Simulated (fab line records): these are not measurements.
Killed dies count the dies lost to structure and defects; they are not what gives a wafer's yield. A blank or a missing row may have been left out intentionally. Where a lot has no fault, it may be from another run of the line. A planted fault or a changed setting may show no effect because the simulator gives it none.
fab line records	flow n5Finfet
[record] lots = 7	wafers = 21
route steps=1938 shown TV_OPEN@1887 PAD_METAL@1896 PASSIVATION@1930
startH: hours from the record's first day to the start of the lot's first wafer shown	waitH: how many hours have passed since the lot's step before this one	" as in the row above	L1.1+2: a single row standing in for several wafers	- value missing, or start not given	* or withheld: withheld	< > ~ a bound
route shown NAME@n: a module of which the file shows steps, and the number in the route of the first	usual: average and standard deviation across the fault-free wafers	same: alike in all rows	chamber/n: place in a boat	sites: the reading at each site	_std_site: the values' standard deviation	_edge_site: outer sites' mean less inner sites'	radiusMm: for every site, how far away it sits from the centre of the wafer	mask NAME#n: copy n	behind: the tool/chamber that last shaped the wafer	hold: the reason the lot was held/the length of the hold in hours/how it ended	device: names the non-switching transistor (n, p or np)	end of line: the tests these same wafers got at the end of their route	step lacking rows: just its recipe	killed: not the wafer's yield, but the dies lost to structure and defects at the first sort	map: dies across one wafer; x = killed, . = not, _ = none there
set.NAME: the setting that was run; set.NAME@STEP: the one run at that earlier step	model.NAME: the simulator's own value behind a step, which no gauge read
lots whose settings were changed on purpose; a table a step, a row a wafer
[[steps]]
[step N5_PASSIVATION_PASS_ETCH_74]
[recipe] chemistry = CF4/O2	target = SiNx	targetDepthA = 2200	timeS = 110	ionEnergyEv = 100	pressureMtorr = 40	sourceW = 535	biasW = 49	Ar_flow_sccm = 100	cf4FlowSccm = 100	O2_flow_sccm = 10
[usual] rfVppV = 241/3.7
lot.wafer	tool	chamber	startH	waitH	set.sourceW	rfVppV
L080.1	rieDiel-06	0	307.21	0.0	535	239
L080.2	"	3	"	"	578.8	227
L080.4	"	1	"	"	535	244
L079.2	rieDiel-06	2	320.57	0.0	535	240
L079.3	"	1	"	"	535	243
L079.4	"	3	"	"	559.7	233
L085.2	rieDiel-01	2	354.77	0.1	535	242
L085.4	"	2	"	"	535	241
L085.6	"	2	"	"	535	241
L094.2	rieDiel-01	1	391.05	0.0	535	242
L094.5	"	2	"	"	535	240
L094.6	"	1	"	"	535	243
L093.2	rieDiel-04	0	391.95	0.0	535	247
L093.3	"	2	"	"	535	233
L093.4	"	1	"	"	495.7	255
L095.2	rieDiel-06	3	405.51	0.0	482.2	253
L095.4	"	1	"	"	482.2	258
L095.5	"	0	"	"	535	238
L097.1	rieDiel-04	1	423.40	0.0	535	244
L097.3	"	3	"	"	535	240
L097.6	"	1	"	"	535	244
[step N5_PASSIVATION_AL_DEP_21]
[recipe] material = Al	targetThkA = 28000	tempC = 400	timeS = 170	powerW = 30000	chamberPressurePa = 0.4	gas = Ar
lot.wafer	tool	chamber	startH	waitH	set.timeS	model.Al_of_PASSIVATION_AL_DEP_21.thkNm
L080.1	pvdSputter-01	-	309.40	0.1	170	2783
L080.2	"	-	"	"	195	3215
L080.4	"	-	"	"	195	3238
L079.2	pvdSputter-01	-	322.03	0.1	170	2817
L079.3	"	-	"	"	150	2498
L079.4	"	-	"	"	150	2490
L085.2	pvdSputter-02	-	355.67	0.1	153.9	2521
L085.4	"	-	"	"	170	2771
L085.6	"	-	"	"	170	2793
L094.2	pvdSputter-01	-	392.03	0.1	170	2773
L094.5	"	-	"	"	170	2776
L094.6	"	-	"	"	170	2803
L093.2	pvdSputter-02	-	392.72	0.1	170	2785
L093.3	"	-	"	"	170	2794
L093.4	"	-	"	"	186.7	3055
L095.2	pvdSputter-01	-	406.62	0.1	170	2754
L095.4	"	-	"	"	170	2764
L095.5	"	-	"	"	170	2752
L097.1	pvdSputter-02	-	424.65	0.1	148.3	2428
L097.3	"	-	"	"	148.3	2432
L097.6	"	-	"	"	170	2799
[step N5_PASSIVATION_ETCH_54]
[recipe] chemistry = CHF3/O2	target = SiO2	targetDepthA = 8800	CHF3_flow_sccm = 50	O2_flow_sccm = 5	Ar_flow_sccm = 200	timeS = 440	maskMaterial = PR	pressureMtorr = 30	sourceW = 650	biasW = 170	ionEnergyEv = 200
[usual] rfVppV = 523/12
lot.wafer	tool	chamber	startH	waitH	set.biasW	rfVppV
L080.1	rieDiel-02	1	312.59	0.1	170	534
L080.2	"	0	"	"	170	527
L080.4	"	3	"	"	170	516
L079.2	rieDiel-05	1	324.85	0.1	170	524
L079.3	"	2	"	"	170	538
L079.4	"	0	"	"	170	525
L085.2	rieDiel-02	3	358.48	0.1	147.4	460
L085.4	"	0	"	"	147.4	471
L085.6	"	2	"	"	147.4	486
L094.2	rieDiel-03	3	395.03	0.1	170	509
L094.5	"	0	"	"	170	517
L094.6	"	3	"	"	170	508
L093.2	rieDiel-03	2	396.31	0.1	140.4	437
L093.3	"	3	"	"	170	508
L093.4	"	0	"	"	170	516
L095.2	rieDiel-02	2	410.45	0.1	170	546
L095.4	"	0	"	"	146.3	467
L095.5	"	2	"	"	146.3	485
L097.1	rieDiel-03	1	427.95	0.1	170	508
L097.3	"	2	"	"	170	510
L097.6	"	0	"	"	170	518
[step N5_PASSIVATION_STRIP_48]
[recipe] chemistry = O2	powerW = 600	tempC = 60	pressureMtorr = 30	rfFrequencyHz = 6e+07	biasPowerW = 0	overashFraction = 0.5	o2FlowSccm = 225
lot.wafer	tool	chamber	startH	waitH	set.tempC
L080.1+2+4	rieDiel-02	1,0,3	312.88	0.1	57.58
L079.2	rieDiel-05	1	325.14	0.1	60
L079.3+4	"	2,0	"	"	62.2
L085.2+4+6	rieDiel-02	3,0,2	358.77	0.1	60
L094.2+5+6	rieDiel-03	3,0,3	395.32	0.1	60
L093.2+3+4	rieDiel-03	2,3,0	396.60	0.1	60
L095.2+5	rieDiel-02	2	410.74	0.1	58
L095.4	"	0	"	"	60
L097.1	rieDiel-03	1	428.24	0.1	63.48
L097.3+6	"	2,0	"	"	60
[step N5_PASSIVATION_STRIP_52]
[recipe] chemistry = postEtchResidueRemover	timeS = 1200	tempC = 72.5
[step N5_PASSIVATION_CLEAN_71]
[recipe] chemistry = IPA	timeS = 180	tempC = 25
[step N5_PASSIVATION_SRD_72]
[recipe] dry = ipaMarangoni	timeS = 30	tempC = 23	rinseLiquid = diw
[step N5_PASSIVATION_ANNEAL_56]
[recipe] tempC = 400	timeS = 1800	ambient = FGA	idleTempC = 300	rampUpCPerMin = 5	rampDownCPerMin = 3
[step N5_PASSIVATION_PROBE_49]
[usual] defectLimitedYield = 91.3/1.3	killed_at_M0_to_M3 = 35/9.3	killed_at_M4_up = 14/5.2	killedAtContacts = 12/5.9	killedAtFrontEnd = 38/11	killedAtOther = 4/3.7	killedDies = 103/15	killedOpen = 67/12	killedShort = 34/8	sort_bin_5_function = 5.1/0.88	sort_bin_6_memory = 3.3/0.65	sort_bin_8_speed = 0.00/0.03	sortNPass = 1077/15
[same] grossDies = 1180	killedAtBackSide = 0	sort_bin_4_leakage[%] = 0
lot.wafer	tool	chamber	startH	waitH	set.timeS@PASSIVATION_AL_DEP_21	defectLimitedYield[%]	killed_at_M0_to_M3	killed_at_M4_up	killedAtContacts	killedAtFrontEnd	killedAtOther	killedDies	killedOpen	killedShort	sort_bin_5_function[%]	sort_bin_6_memory[%]	sort_bin_8_speed[%]	sortNPass
L080.1	prober-02	-	315.42	0.0	170	90.2	39	14	13	49	1	116	87	29	5.9	3.8	0	1064
L080.2	prober-02	-	315.47	0.1	195	87.6	50	17	19	45	15	146	92	41	7.6	4.5	0	1034
L080.4	prober-02	-	315.57	0.2	195	90.1	49	11	16	33	8	117	74	32	6.2	3.4	0	1063
L079.2	prober-01	-	328.52	0.1	170	89.5	47	11	13	53	0	124	80	40	4.8	5.3	0	1056
L079.3	prober-01	-	328.57	0.1	150	89.7	50	19	10	42	0	121	74	46	5.8	4.2	0	1059
L079.4	prober-01	-	328.62	0.2	150	83.0	43	94	7	48	9	201	71	40	13.1	3.4	0	979
L085.2	prober-02	-	361.33	0.1	153.9	88.6	42	14	6	63	10	135	91	43	7.9	3.4	0	1045
L085.4	prober-02	-	361.43	0.2	170	89.6	34	14	7	59	9	123	89	31	6.6	3.2	0.25	1057
L085.6	prober-02	-	361.53	0.3	170	91.4	20	16	4	51	10	101	68	29	5.0	2.9	0	1079
L094.2	prober-01	-	397.88	0.1	170	92.4	33	8	9	33	7	90	59	30	4.2	3.3	0	1090
L094.5	prober-01	-	398.03	0.2	170	91.4	25	14	26	32	4	101	71	28	5.3	2.6	0	1079
L094.6	prober-01	-	398.08	0.3	170	91.8	31	9	15	35	7	97	59	37	4.8	3.2	0	1083
L093.2	prober-02	-	399.68	0.6	170	92.0	32	11	5	40	6	94	56	38	4.7	3.1	0	1086
L093.3	prober-02	-	399.73	0.7	170	93.2	26	16	8	27	3	80	50	30	4.4	2.1	0	1100
L093.4	prober-02	-	399.78	0.7	186.7	85.0	36	16	8	49	68	177	62	48	11.4	3.2	0	1003
L095.2	prober-02	-	414.52	0.1	170	93.3	35	5	11	27	1	79	60	18	3.5	3.1	0	1101
L095.4	prober-02	-	414.62	0.2	170	91.7	21	8	17	52	0	98	65	27	4.8	3.2	0.08	1082
L095.5	prober-02	-	414.67	0.2	170	93.1	27	14	10	28	2	81	53	26	4.1	2.1	0	1099
L097.1	prober-02	-	430.75	0.0	148.3	91.7	29	20	5	43	1	98	70	27	4.6	3.4	0	1082
L097.3	prober-02	-	430.85	0.1	148.3	89.1	46	26	15	41	1	129	96	33	7.3	3.5	0	1051
L097.6	prober-02	-	431.00	0.3	170	91.3	40	23	8	32	0	103	61	39	4.9	3.4	0	1077
// killed by level:class
L080.1 STI_FIN_REVEAL:geometricParticle:open=15 FIN_SAQP:geometricParticle:open=11 MOL_CONTACT_COAG:geometricParticle:open=11 BEOL_M0_SAQP:geometricParticle:short=11 BEOL_M0_SAQP:geometricParticle:open=7 BEOL_M1:geometricParticle:open=6 BEOL_M3:geometricParticle:open=6 FIN_SAQP:geometricParticle:short=5
L080.2 MOL_CONTACT_COAG:geometricParticle:open=16 FIN_SAQP:geometricParticle:open=12 PASSIVATION:areaEtch=12 BEOL_M2:geometricParticle:open=11 BEOL_M0_SAQP:geometricParticle:open=10 FIN_SAQP:geometricParticle:short=8 BEOL_M0_SAQP:geometricParticle:short=8 STARTING-WAFER:geometricParticle:short=7
L080.4 MOL_CONTACT_COAG:geometricParticle:open=11 BEOL_M0_SAQP:geometricParticle:short=9 BEOL_M2:geometricParticle:open=9 BEOL_M3:geometricParticle:open=9 PASSIVATION:areaEtch=8 FIN_SAQP:geometricParticle:open=6 STI_FIN_REVEAL:geometricParticle:open=6 BEOL_M0_SAQP:geometricParticle:open=6
L079.2 BEOL_M3:geometricParticle:open=21 MOL_CONTACT_COAG:geometricParticle:open=10 DUMMY_GATE:geometricParticle:open=9 FIN_SAQP:geometricParticle:open=8 FIN_SAQP:geometricParticle:short=8 BEOL_M0_SAQP:geometricParticle:open=7 BEOL_M3:geometricParticle:short=6 GATE_CUT:geometricParticle:short=5
L079.3 FIN_SAQP:geometricParticle:short=15 BEOL_M3:geometricParticle:open=15 BEOL_M0_SAQP:geometricParticle:open=10 BEOL_M0_SAQP:geometricParticle:short=10 ILD0:geometricParticle:open=6 MOL_CONTACT_COAG:geometricParticle:open=6 BEOL_M2:geometricParticle:open=6 BEOL_M5:geometricParticle:open=6
L079.4 BEOL_M11:areaPeb=85 BEOL_M3:geometricParticle:open=13 FIN_SAQP:geometricParticle:open=7 FIN_SAQP:geometricParticle:short=7 MOL_CONTACT_COAG:geometricParticle:open=7 BEOL_M0_SAQP:geometricParticle:open=7 BEOL_M0_SAQP:geometricParticle:short=6 BEOL_M0:geometricParticle:open=6
L085.2 FIN_SAQP:geometricParticle:open=20 STI_FIN_REVEAL:geometricParticle:open=16 FIN_SAQP:geometricParticle:short=10 BEOL_M0_SAQP:geometricParticle:open=9 BEOL_M1:geometricParticle:open=8 BEOL_M0_SAQP:geometricParticle:short=6 BEOL_M4:geometricParticle:open=6 MOL_CONTACT_COAG:geometricParticle:open=5
L085.4 FIN_SAQP:geometricParticle:open=20 STI_FIN_REVEAL:geometricParticle:open=14 BEOL_M0:geometricParticle:open=8 BEOL_M0_SAQP:geometricParticle:open=8 BEOL_M2:geometricParticle:open=8 MOL_CONTACT_COAG:geometricParticle:open=6 DUMMY_GATE:geometricParticle:open=6 FIN_SAQP:geometricParticle:short=5
L085.6 FIN_SAQP:geometricParticle:open=14 DUMMY_GATE:geometricParticle:open=8 STI_FIN_REVEAL:geometricParticle:open=7 BEOL_M0_SAQP:geometricParticle:short=7 BEOL_M4:geometricParticle:open=6 PAD_METAL:geometricParticle:open=6 BEOL_M0_SAQP:geometricParticle:open=5 BEOL_M0:geometricParticle:open=4
L094.2 BEOL_M2:geometricParticle:open=12 STI_FIN_REVEAL:geometricParticle:open=8 DUMMY_GATE:geometricParticle:open=6 MOL_CONTACT_COAG:geometricParticle:open=6 FIN_SAQP:geometricParticle:short=5 BEOL_M0_SAQP:geometricParticle:short=5 BEOL_M1:geometricParticle:open=4 BEOL_M3:geometricParticle:open=4
L094.5 MOL_CONTACT_COAG:geometricParticle:open=19 BEOL_M3:geometricParticle:open=11 MOL_CONTACT_COAG:geometricParticle:short=7 BEOL_M4:geometricParticle:open=6 STI_FIN_REVEAL:geometricParticle:open=5 BEOL_M2:geometricParticle:open=5 FIN_SAQP:geometricParticle:open=4 FIN_SAQP:geometricParticle:short=4
L094.6 MOL_CONTACT_COAG:geometricParticle:open=12 BEOL_M0_SAQP:geometricParticle:short=9 FIN_SAQP:geometricParticle:open=7 BEOL_M0_SAQP:geometricParticle:open=7 DUMMY_GATE:geometricParticle:open=5 DUMMY_GATE:geometricParticle:short=4 GATE_CUT:geometricParticle:short=4 BEOL_M1:geometricParticle:open=4
L093.2 FIN_SAQP:geometricParticle:open=12 BEOL_M0:geometricParticle:open=7 FIN_SAQP:geometricParticle:short=6 BEOL_M0_SAQP:geometricParticle:short=6 GATE_CUT:geometricParticle:open=5 BEOL_M3:geometricParticle:open=5 STI_FIN_REVEAL:geometricParticle:open=4 ILD0:geometricParticle:short=4
L093.3 BEOL_M0_SAQP:geometricParticle:short=8 MOL_CONTACT_COAG:geometricParticle:open=7 BEOL_M4:geometricParticle:open=7 DUMMY_GATE:geometricParticle:open=5 GATE_CUT:geometricParticle:short=5 BEOL_M2:geometricParticle:open=5 FIN_SAQP:geometricParticle:short=4 FIN_SAQP:geometricParticle:open=4
L093.4 PASSIVATION:areaEtch=65 BEOL_M4:geometricParticle:open=13 BEOL_M0_SAQP:geometricParticle:short=12 FIN_SAQP:geometricParticle:short=10 GATE_CUT:geometricParticle:short=10 BEOL_M2:geometricParticle:open=9 GATE_CUT:geometricParticle:open=7 MOL_CONTACT_COAG:geometricParticle:open=6
L095.2 BEOL_M2:geometricParticle:open=9 MOL_CONTACT_COAG:geometricParticle:open=9 BEOL_M0_SAQP:geometricParticle:open=9 STI_FIN_REVEAL:geometricParticle:open=6 BEOL_M0_SAQP:geometricParticle:short=6 BEOL_M3:geometricParticle:open=6 FIN_SAQP:geometricParticle:short=3 FIN_SAQP:geometricParticle:open=3
L095.4 MOL_CONTACT_COAG:geometricParticle:open=14 FIN_SAQP:geometricParticle:open=12 STI_FIN_REVEAL:geometricParticle:open=10 BEOL_M1:geometricParticle:open=6 GATE_CUT:geometricParticle:open=5 DUMMY_GATE:geometricParticle:open=4 ILD0:geometricParticle:open=4 GATE_CUT:geometricParticle:short=4
L095.5 STI_FIN_REVEAL:geometricParticle:open=9 BEOL_M0_SAQP:geometricParticle:open=8 MOL_CONTACT_COAG:geometricParticle:open=7 BEOL_M0_SAQP:geometricParticle:short=7 FIN_SAQP:geometricParticle:open=4 GATE_CUT:geometricParticle:short=4 BEOL_M2:geometricParticle:open=4 FIN_SAQP:geometricParticle:short=3
L097.1 BEOL_M3:geometricParticle:open=12 FIN_SAQP:geometricParticle:open=11 BEOL_M4:geometricParticle:open=10 FIN_SAQP:geometricParticle:short=7 STI_FIN_REVEAL:geometricParticle:open=7 BEOL_M2:geometricParticle:open=6 BEOL_M0_SAQP:geometricParticle:open=4 BEOL_M3:geometricParticle:short=4
L097.3 BEOL_M4:geometricParticle:open=17 MOL_CONTACT_COAG:geometricParticle:open=13 BEOL_M2:geometricParticle:open=12 BEOL_M0_SAQP:geometricParticle:open=11 FIN_SAQP:geometricParticle:open=8 BEOL_M3:geometricParticle:open=8 STI_FIN_REVEAL:geometricParticle:open=6 BEOL_M0_SAQP:geometricParticle:short=6
L097.6 BEOL_M4:geometricParticle:open=12 BEOL_M2:geometricParticle:open=8 BEOL_M0_SAQP:geometricParticle:short=8 BEOL_M3:geometricParticle:open=7 MOL_CONTACT_COAG:geometricParticle:open=6 STI_FIN_REVEAL:geometricParticle:short=5 BEOL_M3:geometricParticle:short=5 FIN_SAQP:geometricParticle:open=4
[[key]]
[split] step = N5_PASSIVATION_PASS_ETCH_74	setting = sourceW	stated = 535	by = wafer
[response] step = N5_PASSIVATION_PASS_ETCH_74	reading = rfVppV	change = -1.8	per = 1%	r = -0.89
[split] step = N5_PASSIVATION_AL_DEP_21	setting = timeS	stated = 170	by = wafer
[response] step = N5_PASSIVATION_AL_DEP_21	reading = model.Al_of_PASSIVATION_AL_DEP_21.thkNm	change = +28.6	per = 1%	r = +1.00
[response] step = N5_PASSIVATION_PROBE_49	reading = killedAtOther	shape = bent	atLowest = 1	atStated = 4	atHighest = 12
[split] step = N5_PASSIVATION_ETCH_54	setting = biasW	stated = 170	by = wafer
[response] step = N5_PASSIVATION_ETCH_54	reading = rfVppV	change = +4.59	per = 1%	r = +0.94
[split] step = N5_PASSIVATION_STRIP_48	setting = tempC	stated = 60	by = wafer
response none clear
